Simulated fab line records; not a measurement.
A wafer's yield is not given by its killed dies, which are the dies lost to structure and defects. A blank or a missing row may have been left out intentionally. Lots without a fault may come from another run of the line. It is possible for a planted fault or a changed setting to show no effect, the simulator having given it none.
fab line records	flow nand_harc
[record] lots = 6	wafers = 18	last_day = 24
route steps=1159 shown A_STAIRCASE@618 END@1159
lots that met no fault: from a run of the same line without faults
start_h: the number of hours between the record's first day and the start of the first shown wafer of the lot	wait_h: time in hours since the lot's previous step	" identical to the entry in the row above	L1.1+2: one row covering several wafers at once	- value missing, or start not given	* or withheld: withheld	< > ~ a bound
route shown NAME@n: NAME is a module with steps in the file, n the number in the route of the first one	usual: the fault-free wafers' mean and standard deviation	same: alike in all rows	chamber/n: place in a boat	sites: per-site readings	_std_site: their standard deviation	_edge_site: the outer-site mean with the inner-site mean subtracted	radius_mm: for every site, how far away it sits from the centre of the wafer	mask NAME#n: copy n	behind: tool/chamber where the wafer was last shaped	hold: the reason the lot was held/the length of the hold in hours/how it ended	device: which transistor (n, p or np) failed to switch	end of line: the same wafers' tests at the end of the route	a step without rows: its recipe alone	killed: at the first sort, the dies lost to defects and structure; wafer yield is something else	map: the dies of a wafer, with x for killed, . for not killed, _ for no die there
set.NAME: the setting the step ran with; set.NAME@STEP: the setting that earlier step ran with	model.NAME: the simulator's own value behind a step, which no gauge read
lots seen at some steps along the route; tables by step, rows by wafer
services: the hour from which a tool's chamber was out of use, counted from the record's first day as start_h (under 0 if before that day), plus the number of hours and why
[[steps]]
[step NHARC_A_STAIRCASE_TRIM_224]
[recipe] time_s = 211.2	o2_flow_sccm = 500	ar_flow_sccm = 0	bias_w = 0	chemistry = O2
[usual] drypump_motor_current_A = 5.6/0.49	oes_product_au = 1.002/0.0071	rf_vpp_V = 57.6/0.87	showerhead_plenum_p_Torr = 3.49/0.16	throttle_valve_pct = 17.037/0.0083
[same] bias_w = 0
lot.wafer	tool	chamber	start_h	wait_h	drypump_motor_current_A	oes_product_au	rf_hours_counter_h	rf_vpp_V	showerhead_plenum_p_Torr	throttle_valve_pct
L276.4	rie_diel-11	3	-	-	5.9	0.995	30	58.4	3.75	17.039
L276.1	"	0	"	"	5.1	1.006	28	56.4	3.30	17.038
L276.2	"	2	"	"	4.8	0.995	30	56.6	3.70	17.050
L277.4	rie_diel-04	0	-	-	5.0	1.009	31	57.5	3.33	17.032
L277.6	"	1	"	"	6.2	1.004	-	56.0	3.40	17.031
L277.5	"	2	"	"	5.7	0.997	-	56.0	3.45	17.043
L288.4	rie_diel-11	3	-	-	6.0	0.995	57	57.8	3.74	17.047
L288.6	"	0	"	"	5.1	1.000	-	56.1	3.29	17.030
L288.5	"	1	"	"	6.4	1.004	-	58.4	3.35	17.022
L291.1	rie_diel-11	3	-	-	5.9	1.002	60	57.6	3.74	17.012
L291.4	"	2	"	"	4.8	1.001	62	58.8	3.68	17.036
L291.5	"	0	"	"	5.1	1.004	-	58.1	3.29	17.036
L289.3	rie_diel-04	0	-	-	5.0	1.008	22	57.5	3.31	17.043
L289.2	"	1	"	"	6.2	1.000	17	57.9	3.39	17.030
L289.1	"	2	"	"	5.7	0.995	22	57.5	3.44	17.035
L293.1	rie_diel-11	0	-	-	5.1	1.004	4	57.5	3.81	17.036
L293.6	"	3	"	"	5.9	1.016	-	58.1	3.73	17.039
L293.5	"	0	"	"	5.1	1.009	-	59.5	3.81	17.054
[step NHARC_A_STAIRCASE_ETCH_225]
[recipe] target_depth_a = 1000	time_s = 40.5	ion_energy_ev = 400	c4f8_flow_sccm = 20	o2_flow_sccm = 10	ar_flow_sccm = withheld	rf_w = 600	bias_w = 1000	chemistry = C4F8/O2
[step NHARC_A_STAIRCASE_TRIM_226]
[recipe] time_s = 211.2	o2_flow_sccm = 500	ar_flow_sccm = 0	bias_w = 0	chemistry = O2
[usual] drypump_motor_current_A = 5.6/0.51	oes_product_au = 1.001/0.0082	rf_vpp_V = 57.6/0.9	showerhead_plenum_p_Torr = 3.48/0.16	throttle_valve_pct = 17.036/0.0092
[same] bias_w = 0
lot.wafer	tool	chamber	start_h	wait_h	drypump_motor_current_A	oes_product_au	rf_hours_counter_h	rf_vpp_V	showerhead_plenum_p_Torr	throttle_valve_pct
L276.4	rie_diel-11	3	-	-	6.0	1.004	30	58.0	3.75	17.033
L276.2	"	0	"	"	5.1	1.015	29	56.3	3.30	17.038
L276.1	"	1	"	"	6.4	1.010	30	57.0	3.36	17.038
L277.4	rie_diel-04	1	-	-	6.2	0.996	57	56.9	3.40	17.038
L277.6	"	2	"	"	5.7	0.992	-	59.3	3.45	17.033
L277.5	"	3	"	"	5.3	1.005	-	57.6	3.66	17.055
L288.4	rie_diel-11	1	-	-	6.4	1.014	60	59.3	3.35	17.027
L288.6	"	1	"	"	6.4	1.020	-	58.2	3.35	17.017
L288.5	"	2	"	"	4.9	1.012	-	56.3	3.68	17.056
L291.1	rie_diel-11	0	-	-	5.1	0.996	62	58.2	3.29	17.051
L291.4	"	3	"	"	6.0	1.008	60	57.0	3.74	17.049
L291.5	"	0	"	"	5.1	0.997	-	57.4	3.28	17.033
L289.2	rie_diel-04	1	-	-	6.2	1.001	17	57.1	3.39	17.029
L289.3	"	3	"	"	5.3	0.991	23	57.4	3.64	17.030
L289.1	"	0	"	"	5.0	0.991	22	57.0	3.31	17.031
L293.1	rie_diel-11	1	-	-	6.4	0.999	5	57.3	3.34	17.038
L293.5	"	3	"	"	5.9	1.005	-	59.6	3.73	17.036
L293.6	"	0	"	"	5.1	0.996	-	58.8	3.81	17.044
[step NHARC_A_STAIRCASE_ETCH_227]
[recipe] target_depth_a = 1000	time_s = 40.5	ion_energy_ev = 400	c4f8_flow_sccm = 20	o2_flow_sccm = 10	ar_flow_sccm = withheld	rf_w = 600	bias_w = 1000	chemistry = C4F8/O2
[usual] bias_w = 1000/3.1	oes_product_au = 0.942/0.01	rf_vpp_V = 895/5.8
lot.wafer	tool	chamber	start_h	wait_h	bias_w	oes_product_au	rf_hours_counter_h	rf_vpp_V
L276.4	rie_diel-11	3	-	-	997	0.927	30	906
L276.1	"	0	"	"	997	0.949	29	888
L276.2	"	1	"	"	1000	0.956	30	890
L277.4	rie_diel-04	1	-	-	996	0.941	57	892
L277.5	"	1	"	"	993	0.935	-	891
L277.6	"	2	"	"	1001	0.936	-	893
L288.4	rie_diel-11	1	-	-	1002	0.950	61	889
L288.6	"	2	"	"	1000	0.933	-	900
L288.5	"	3	"	"	994	0.959	-	904
L291.4	rie_diel-11	1	-	-	994	0.959	66	889
L291.1	"	2	"	"	1002	0.950	62	901
L291.5	"	0	"	"	1003	0.959	-	887
L289.2	rie_diel-04	2	-	-	1000	0.950	22	894
L289.1	"	3	"	"	1001	0.947	23	899
L289.3	"	0	"	"	995	0.954	22	890
L293.1	rie_diel-11	0	-	-	999	0.933	5	906
L293.5	"	1	"	"	999	0.943	-	888
L293.6	"	2	"	"	1002	0.940	-	901
[step NHARC_A_STAIRCASE_TRIM_229]
[recipe] time_s = 211.2	o2_flow_sccm = 500	ar_flow_sccm = 0	bias_w = 0	chemistry = O2
[step NHARC_A_STAIRCASE_ETCH_230]
[recipe] target_depth_a = 1000	time_s = 40.5	ion_energy_ev = 400	c4f8_flow_sccm = 20	o2_flow_sccm = 10	ar_flow_sccm = withheld	rf_w = 600	bias_w = 1000	chemistry = C4F8/O2
[step NHARC_A_STAIRCASE_TRIM_231]
[recipe] time_s = 211.2	o2_flow_sccm = 500	ar_flow_sccm = 0	bias_w = 0	chemistry = O2
[step NHARC_A_STAIRCASE_ETCH_232]
[recipe] target_depth_a = 1000	time_s = 40.5	ion_energy_ev = 400	c4f8_flow_sccm = 20	o2_flow_sccm = 10	ar_flow_sccm = withheld	rf_w = 600	bias_w = 1000	chemistry = C4F8/O2
[step NHARC_A_STAIRCASE_TRIM_233]
[recipe] time_s = 211.2	o2_flow_sccm = 500	ar_flow_sccm = 0	bias_w = 0	chemistry = O2
[step NHARC_A_STAIRCASE_ETCH_234]
[recipe] target_depth_a = 1000	time_s = 40.5	ion_energy_ev = 400	c4f8_flow_sccm = 20	o2_flow_sccm = 10	ar_flow_sccm = withheld	rf_w = 600	bias_w = 1000	chemistry = C4F8/O2
[step NHARC_A_STAIRCASE_TRIM_235]
[recipe] time_s = 211.2	o2_flow_sccm = 500	ar_flow_sccm = 0	bias_w = 0	chemistry = O2
[step NHARC_A_STAIRCASE_ETCH_236]
[recipe] target_depth_a = 1000	time_s = 40.5	ion_energy_ev = 400	c4f8_flow_sccm = 20	o2_flow_sccm = 10	ar_flow_sccm = withheld	rf_w = 600	bias_w = 1000	chemistry = C4F8/O2
[usual] bias_w = 1000/3	oes_product_au = 0.943/0.0098	rf_vpp_V = 894/5.3
lot.wafer	tool	chamber	start_h	wait_h	bias_w	oes_product_au	rf_hours_counter_h	rf_vpp_V
L276.4	rie_diel-12	2	267.82	-	998	0.929	18	895
L276.1	"	3	"	"	996	0.950	19	902
L276.2	"	0	"	"	997	0.946	17	896
L277.4	rie_diel-04	1	278.28	-	998	0.950	58	891
L277.5	"	0	"	"	1000	0.951	-	887
L277.6	"	1	"	"	998	0.940	-	890
L288.4	rie_diel-04	2	344.65	-	997	0.932	18	892
L288.6	"	1	"	"	1003	0.950	-	890
L288.5	"	2	"	"	999	0.930	-	894
L291.4	rie_diel-11	1	356.09	-	997	0.955	66	890
L291.1	"	2	"	"	1000	0.951	62	902
L291.5	"	0	"	"	1003	0.956	-	888
L289.3	rie_diel-04	2	357.24	-	1001	0.959	23	892
L289.2	"	0	"	"	997	0.932	23	887
L289.1	"	1	"	"	1002	0.935	18	891
L293.1	rie_diel-12	3	389.84	-	1000	0.949	0	898
L293.6	"	1	"	"	1004	0.952	-	889
L293.5	"	2	"	"	1006	0.953	-	896
[step NHARC_A_STAIRCASE_STRIP_238]
[recipe] power_w = 1500	temp_c = 250	chemistry = O2
[step NHARC_A_STAIRCASE_STRIP_239]
[recipe] time_s = 900	temp_c = 130	chemistry = SPM
[step NHARC_A_STAIRCASE_PRECLEAN_240]
[recipe] time_s = *	temp_c = 50	bath_age_min = 0	chemistry = SC1
[step NHARC_A_STAIRCASE_SRD_241]
[step NHARC_A_STAIRCASE_DEHYDRATE_242]
[recipe] temp_c = 150	time_s = 120
[step NHARC_A_STAIRCASE_HMDS_243]
[recipe] time_s = 30
[step NHARC_A_STAIRCASE_COAT_244]
[recipe] spin_rpm = 1200
[step NHARC_A_STAIRCASE_SOFTBAKE_245]
[recipe] temp_c = 135	time_s = 170
[step NHARC_A_STAIRCASE_EBR_246]
[step NHARC_A_STAIRCASE_EXPOSE_247]
[recipe] na = 0.5	dose_mj = 25.34	mask_id = SDS_1
[step NHARC_A_STAIRCASE_PEB_248]
[recipe] peb_temp_c = 115	peb_time_s = 130
[step NHARC_A_STAIRCASE_DEVELOP_249]
[recipe] time_s = 140
[step NHARC_A_STAIRCASE_HARDBAKE_251]
[recipe] temp_c = 120	time_s = 140
[step NHARC_A_STAIRCASE_DESCUM_252]
[recipe] time_s = 3	o2_flow_sccm = 200	ar_flow_sccm = 0	bias_power_w = 0	chemistry = O2
[usual] drypump_motor_current_A = 5.6/0.48	oes_product_au = 1.001/0.0064	rf_vpp_V = 57.7/0.93	showerhead_plenum_p_Torr = 1.89/0.09	throttle_valve_pct = 11.311/0.0086
lot.wafer	tool	chamber	start_h	wait_h	drypump_motor_current_A	oes_product_au	rf_hours_counter_h	rf_vpp_V	showerhead_plenum_p_Torr	throttle_valve_pct
L276.2	rie_diel-11	0	269.51	-	5.0	0.997	29	57.2	1.78	11.330
L276.1	"	1	"	"	6.4	1.003	31	57.5	1.82	11.312
L276.4	"	2	"	"	4.8	0.996	31	57.5	2.01	11.316
L277.4	rie_diel-12	1	280.08	-	5.0	1.001	20	57.1	1.82	11.317
L277.6	"	0	"	"	5.7	1.007	-	56.5	1.91	11.308
L277.5	"	1	"	"	5.0	1.002	-	57.5	1.82	11.309
L288.4	rie_diel-04	0	346.23	-	5.0	0.994	18	57.0	1.79	11.319
L288.6	"	2	"	"	5.7	1.009	-	57.3	1.86	11.323
L288.5	"	3	"	"	5.3	1.012	-	58.1	1.98	11.303
L291.1	rie_diel-04	2	357.78	-	5.7	0.998	23	58.3	1.86	11.327
L291.4	"	0	"	"	5.0	0.993	23	55.3	1.79	11.317
L291.5	"	2	"	"	5.7	0.999	-	57.8	1.86	11.314
L289.1	rie_diel-11	2	358.93	-	4.8	0.999	63	56.3	2.00	11.317
L289.2	"	3	"	"	5.9	1.000	62	59.7	2.03	11.307
L289.3	"	1	"	"	6.3	0.991	67	58.0	1.81	11.304
L293.1	rie_diel-11	2	391.64	-	4.8	1.006	6	58.2	2.00	11.319
L293.5	"	0	"	"	5.1	0.994	-	58.5	2.07	11.303
L293.6	"	1	"	"	6.4	1.001	-	56.3	1.80	11.297
[step NHARC_A_STAIRCASE_ETCH_253]
[recipe] target_depth_a = 500	time_s = 20.2	ion_energy_ev = 400	c4f8_flow_sccm = 20	o2_flow_sccm = 10	ar_flow_sccm = withheld	rf_w = 600	bias_w = 1000	chemistry = C4F8/O2
[step NHARC_A_STAIRCASE_STRIP_254]
[recipe] power_w = 1500	temp_c = 250	chemistry = O2
[step NHARC_A_STAIRCASE_STRIP_255]
[recipe] time_s = 900	temp_c = 130	chemistry = SPM
[step NHARC_A_STAIRCASE_PRECLEAN_256]
[recipe] time_s = *	temp_c = 50	bath_age_min = 0	chemistry = SC1
[step NHARC_A_STAIRCASE_SRD_257]
[step NHARC_A_STAIRCASE_HM_DEP_456]
[recipe] target_thk_a = 15000	temp_c = 400	material = aC
[step NHARC_A_STAIRCASE_DEP_259]
[recipe] target_thk_a = 300	target_thk_nm = 30	temp_c = 400	pressure_torr = 3.5	flow_sccm = 200	rf_w = 350	material = SiON
[usual] heater_power_w = 777/110
lot.wafer	tool	chamber	start_h	wait_h	heater_power_w
L276.2	pecvd-03	1	272.38	1.3	753
L276.1	"	2	"	"	886
L276.4	"	0	"	"	559
L277.6	pecvd-03	0	283.01	0.1	607
L277.5	"	1	"	"	741
L277.4	"	2	"	"	856
L288.5	pecvd-04	0	351.67	0.4	807
L288.4	"	1	"	"	894
L288.6	"	2	"	"	733
L291.1	pecvd-03	0	361.37	1.6	657
L291.5	"	1	"	"	837
L291.4	"	2	"	"	951
L289.3	pecvd-01	1	363.17	1.0	731
L289.2	"	2	"	"	795
L289.1	"	0	"	"	605
L293.1	pecvd-03	1	395.31	1.8	861
L293.5	"	1	"	"	855
L293.6	"	2	"	"	955
[step NHARC_A_STAIRCASE_DEHYDRATE_281]
[recipe] temp_c = 150	time_s = 120
[step NHARC_A_STAIRCASE_HMDS_282]
[recipe] time_s = 30
[step NHARC_A_STAIRCASE_COAT_283]
[recipe] spin_rpm = 1200
[step NHARC_A_STAIRCASE_SOFTBAKE_284]
[recipe] temp_c = 135	time_s = 170
[step NHARC_A_STAIRCASE_EBR_285]
[step NHARC_A_STAIRCASE_EXPOSE_286]
[recipe] na = 0.5	dose_mj = 25.01	mask_id = CHOP_100
[step NHARC_END_SORT_01]
[recipe] temp_c = 25
[usual] killed_at_array = 29/11	killed_at_other = 0.6/0.92	killed_at_periphery = 3.2/2	killed_dies = 33/11	killed_open = 3.2/2	killed_short = 1.9/1.5
[same] gross_dies = 677
lot.wafer	tool	chamber	start_h	wait_h	killed_at_array	killed_at_other	killed_at_periphery	killed_dies	killed_open	killed_short
L276.1	prober-01	0	453.77	2.5	29	0	0	29	3	2
L276.2	prober-01	0	454.56	2.8	18	1	1	20	5	1
L276.4	prober-01	0	456.14	3.4	23	0	2	25	7	1
L277.4	prober-01	0	473.05	3.4	29	2	4	35	2	1
L277.5	prober-01	0	473.86	3.8	24	0	3	27	1	1
L277.6	prober-01	0	474.67	4.1	23	1	4	28	2	1
L288.4	prober-02	0	536.14	3.4	127	1	2	130	3	1
L288.5	prober-02	0	536.95	3.7	137	0	3	140	6	1
L288.6	prober-02	0	537.76	4.0	107	2	2	111	2	4
L289.1	prober-01	0	546.02	2.5	101	0	2	103	1	0
L289.2	prober-01	0	546.82	2.8	128	0	1	129	1	1
L289.3	prober-01	0	547.63	3.1	126	0	1	127	2	2
L291.1	prober-02	0	562.77	2.5	35	0	2	37	5	5
L291.4	prober-02	0	565.18	3.4	25	2	3	30	3	0
L291.5	prober-02	0	565.98	3.7	37	0	6	43	6	1
L293.1	prober-01	0	571.55	2.5	37	0	2	39	2	0
L293.5	prober-01	0	574.72	3.7	22	0	1	23	0	3
L293.6	prober-01	0	575.51	4.0	23	0	2	25	3	1
// killed by level:class
L276.1 A_CHANNEL_HOLE_D1:chamber_film_flake=17 A_M0:geometric_particle:open=3 A_WL_FILL:chamber_film_flake=2 A_CONTACT:chamber_film_flake=2 A_CHANNEL_HOLE_D1:geometric_particle:short=1 A_CONTACT:geometric_particle:short=1 A_CHANNEL_FILL_D1:chamber_film_flake=1 A_STAIRCASE:chamber_film_flake=1
L276.2 A_CHANNEL_HOLE_D1:chamber_film_flake=11 A_ONON_D1:geometric_particle:open=2 A_CONTACT:geometric_particle:open=2 P_M0:geometric_particle:open=1 A_M1:geometric_particle:short=1 A_STAIRCASE:chamber_film_flake=1 A_CONTACT:chamber_film_flake=1 THIN_TSV:chamber_film_flake=1
L276.4 A_CHANNEL_HOLE_D1:chamber_film_flake=14 A_CONTACT:geometric_particle:open=4 P_M0:geometric_particle:open=1 A_STAIRCASE:geometric_particle:short=1 A_WL_FILL:geometric_particle:open=1 A_M1:geometric_particle:open=1 P_ZERO_WELL:chamber_film_flake=1 A_SLIT:chamber_film_flake=1
L277.4 A_CHANNEL_HOLE_D1:chamber_film_flake=13 A_SLIT:chamber_film_flake=10 A_STAIRCASE:chamber_film_flake=4 P_ZERO_WELL:chamber_film_flake=3 THIN_TSV:chamber_film_flake=2 P_CONTACT:geometric_particle:open=1 A_WL_FILL:geometric_particle:short=1 A_WL_FILL:geometric_particle:open=1
L277.5 A_SLIT:chamber_film_flake=9 A_CHANNEL_HOLE_D1:chamber_film_flake=7 P_ZERO_WELL:chamber_film_flake=2 A_STAIRCASE:chamber_film_flake=2 A_WL_FILL:chamber_film_flake=2 A_BONDPAD:chamber_film_flake=2 P_M0:geometric_particle:short=1 A_CONTACT:geometric_particle:open=1
L277.6 A_CHANNEL_HOLE_D1:chamber_film_flake=12 A_SLIT:chamber_film_flake=5 A_CHANNEL_FILL_D1:chamber_film_flake=2 A_STAIRCASE:chamber_film_flake=2 P_CONTACT:geometric_particle:short=1 P_M0:geometric_particle:open=1 A_CHANNEL_FILL_D1:geometric_particle:open=1 P_ZERO_WELL:chamber_film_flake=1
L288.4 A_STAIRCASE:unspecified=101 A_CHANNEL_HOLE_D1:chamber_film_flake=19 A_CONTACT:geometric_particle:open=2 A_STAIRCASE:chamber_film_flake=2 A_M0:chamber_film_flake=2 P_CONTACT:geometric_particle:open=1 A_SGD_CUT:geometric_particle:short=1 P_ZERO_WELL:chamber_film_flake=1
L288.5 A_STAIRCASE:unspecified=109 A_CHANNEL_HOLE_D1:chamber_film_flake=18 A_STAIRCASE:chamber_film_flake=4 P_CONTACT:geometric_particle:open=2 A_SOURCE_PLATE:geometric_particle:open=1 A_CHANNEL_HOLE_D1:geometric_particle:open=1 A_SGD_CUT:geometric_particle:open=1 A_BLC:geometric_particle:open=1
L288.6 A_STAIRCASE:unspecified=77 A_CHANNEL_HOLE_D1:chamber_film_flake=19 A_CONTACT:chamber_film_flake=3 A_STAIRCASE:chamber_film_flake=2 THIN_TSV:chamber_film_flake=2 P_M0:geometric_particle:open=1 A_CHANNEL_FILL_D1:geometric_particle:short=1 A_SGD_CUT:geometric_particle:short=1
L289.1 A_STAIRCASE:unspecified=76 A_SLIT:chamber_film_flake=9 A_CONTACT:chamber_film_flake=6 A_STAIRCASE:chamber_film_flake=5 A_CHANNEL_HOLE_D1:chamber_film_flake=3 A_CONTACT:geometric_particle:open=1 P_STI:chamber_film_flake=1 P_GATE:chamber_film_flake=1
L289.2 A_STAIRCASE:unspecified=102 A_CONTACT:chamber_film_flake=8 A_CHANNEL_HOLE_D1:chamber_film_flake=6 A_SLIT:chamber_film_flake=5 A_STAIRCASE:chamber_film_flake=2 A_WL_FILL:geometric_particle:short=1 A_CONTACT:geometric_particle:open=1 P_GATE:chamber_film_flake=1
L289.3 A_STAIRCASE:unspecified=111 A_SLIT:chamber_film_flake=5 A_CHANNEL_HOLE_D1:chamber_film_flake=3 A_STAIRCASE:chamber_film_flake=2 P_CONTACT:geometric_particle:open=1 A_WL_FILL:geometric_particle:short=1 A_BLC:geometric_particle:open=1 A_M0:geometric_particle:short=1
L291.1 A_SLIT:chamber_film_flake=16 A_CHANNEL_HOLE_D1:chamber_film_flake=5 A_CONTACT:chamber_film_flake=3 A_WL_FILL:geometric_particle:short=2 A_BLC:geometric_particle:open=2 A_STAIRCASE:chamber_film_flake=2 P_GATE:geometric_particle:open=1 A_ONON_D1:geometric_particle:short=1
L291.4 A_SLIT:chamber_film_flake=7 A_CHANNEL_HOLE_D1:chamber_film_flake=6 A_STAIRCASE:chamber_film_flake=5 A_CONTACT:chamber_film_flake=5 THIN_TSV:chamber_film_flake=2 P_M1:geometric_particle:open=1 A_BLC:geometric_particle:open=1 A_M0:geometric_particle:open=1
L291.5 A_SLIT:chamber_film_flake=20 A_STAIRCASE:chamber_film_flake=5 A_CONTACT:chamber_film_flake=5 A_CHANNEL_HOLE_D1:chamber_film_flake=4 P_CONTACT:geometric_particle:open=2 P_M0:geometric_particle:open=2 P_M1:chamber_film_flake=2 A_CHANNEL_FILL_D1:geometric_particle:short=1
L293.1 A_CONTACT:chamber_film_flake=14 A_CHANNEL_HOLE_D1:chamber_film_flake=10 A_STAIRCASE:chamber_film_flake=5 A_SLIT:chamber_film_flake=3 A_M0:geometric_particle:open=2 A_BLC:chamber_film_flake=2 P_ZERO_WELL:chamber_film_flake=1 P_STI:chamber_film_flake=1
L293.5 A_STAIRCASE:chamber_film_flake=9 A_CHANNEL_HOLE_D1:chamber_film_flake=4 A_CONTACT:chamber_film_flake=4 A_WL_FILL:geometric_particle:short=2 A_BLC:geometric_particle:short=1 P_STI:chamber_film_flake=1 A_CHANNEL_FILL_D1:chamber_film_flake=1 A_BLC:chamber_film_flake=1
L293.6 A_CONTACT:chamber_film_flake=8 A_CHANNEL_HOLE_D1:chamber_film_flake=6 A_STAIRCASE:chamber_film_flake=6 P_CONTACT:geometric_particle:open=1 P_M0:geometric_particle:open=1 A_SOURCE_PLATE:geometric_particle:open=1 A_ONON_D1:geometric_particle:short=1 A_CHANNEL_FILL_D1:chamber_film_flake=1
// map L288.5 (x killed, . not)
____________.____________
_________......._________
_______..........._______
______.............______
_____..............._____
____.................____
____.................____
___...................___
___....x....x.........___
__.....................__
__.xx.........x.x......__
_..xxxx................._
_.xxxxxxx...........x..._
_xxxxxxxx..............._
_xxxxxxxxx.............._
_xxxxxxxxx.............._
.xxxxxxxxxx..............
xxxxxxxxxxx..............
xxxxxxxxx.x.........x....
.xxxxxxxxx...............
xxxxxxxxx.x..............
_.xxxxxxxxx.x.....x....._
_xxxxxxxx....x.........._
_..xxxx..xx............._
_..x.x....xxx..........._
_.x....xx.x..x.........._
__x.......xx...........__
__....x..x..x..........__
___......x..x.........___
___...................___
____.......x.........____
____.................____
_____..............._____
______.............______
_______..........._______
_________......._________
____________.____________
// map L289.2 (x killed, . not)
____________x____________
_________xxxxxxx_________
_______.xxxxxxxx.._______
______...xxxxxxxx..______
_____...xxxxxxxxx..._____
____...xxxxxxxxxx....____
____...xxxxxxxxxxx...____
___.....xxxxxxxxx.....___
___.....xxxxxxxxxx....___
__......xxxxxxxx.......__
__..x....xxxxxxxxx.....__
_xx.....xxxxxxxx........_
_........xxxxxxx........_
_..x.....xx.x..........._
_xx.xx........x........._
_x......................_
x........................
....x....................
.........x...............
............x............
....x.............x......
_......................._
_..................x...._
_......................._
_................x......_
_........x.............._
__.........x...........__
__.................x...__
___...................___
___...................___
____.................____
____.................____
_____..............._____
______.............______
_______..........._______
_________......._________
____________.____________
[[services]]
tool	chamber	start_h	hours	kind
rie_diel-11	0	247.86	-	clean
rie_diel-11	1	247.86	-	clean
rie_diel-11	2	247.86	-	clean
rie_diel-11	3	247.86	-	clean
pecvd-03	1	258.94	2.9	repair
rie_diel-11	0	272.36	-	clean
rie_diel-11	1	272.36	-	clean
rie_diel-11	2	272.36	-	clean
rie_diel-11	3	272.36	-	clean
pecvd-04	1	277.06	12.1	repair
rie_diel-04	-	288.90	9.0	pm
pecvd-03	-	292.36	13.0	pm
rie_diel-11	0	296.86	-	clean
rie_diel-11	1	296.86	-	clean
rie_diel-11	2	296.86	-	clean
rie_diel-11	3	296.86	-	clean
rie_diel-11	0	321.36	-	clean
pecvd-03	-	323.59	2.8	repair
rie_diel-04	2	362.65	7.9	repair
rie_diel-11	2	363.14	3.9	repair
rie_diel-11	-	366.82	9.0	pm
pecvd-04	-	376.48	13.0	pm
rie_diel-12	-	379.69	9.0	pm
rie_diel-04	3	381.53	3.7	repair
[[key]]
[first_sign] step = NHARC_END_SORT_01	reading = killed_at_array	direction = up	sigmas = 8.6	usual = 29	struck = 121
[effect] step = NHARC_END_SORT_01	reading = killed_dies	direction = up	sigmas = 8.2	usual = 33	struck = 123
[more_kills_born_at] NHARC_A_STAIRCASE_ETCH_236@rie_diel-04 = 575
met_at NHARC_A_STAIRCASE_ETCH_236
struck_wafers L288.4,L288.5,L288.6,L289.1,L289.2,L289.3
tester_left_out L288,L289
onset_between 278.28 344.65
[fault] kind = chamber_particle_source	tool = rie_diel-04	chamber = -	onset_h = 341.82	steps = NHARC_A_STAIRCASE_ETCH_236	rate_per_visit_cm2 = 2.1206	end_h = 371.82
// tester_left_out: of these lots the tester's yield and bins aren't shown, on N5 and GAA mostly nor the transistor test; their killed dies are dies lost to structure and defects alone, not to doping, threshold or leakage, so they don't give the yield
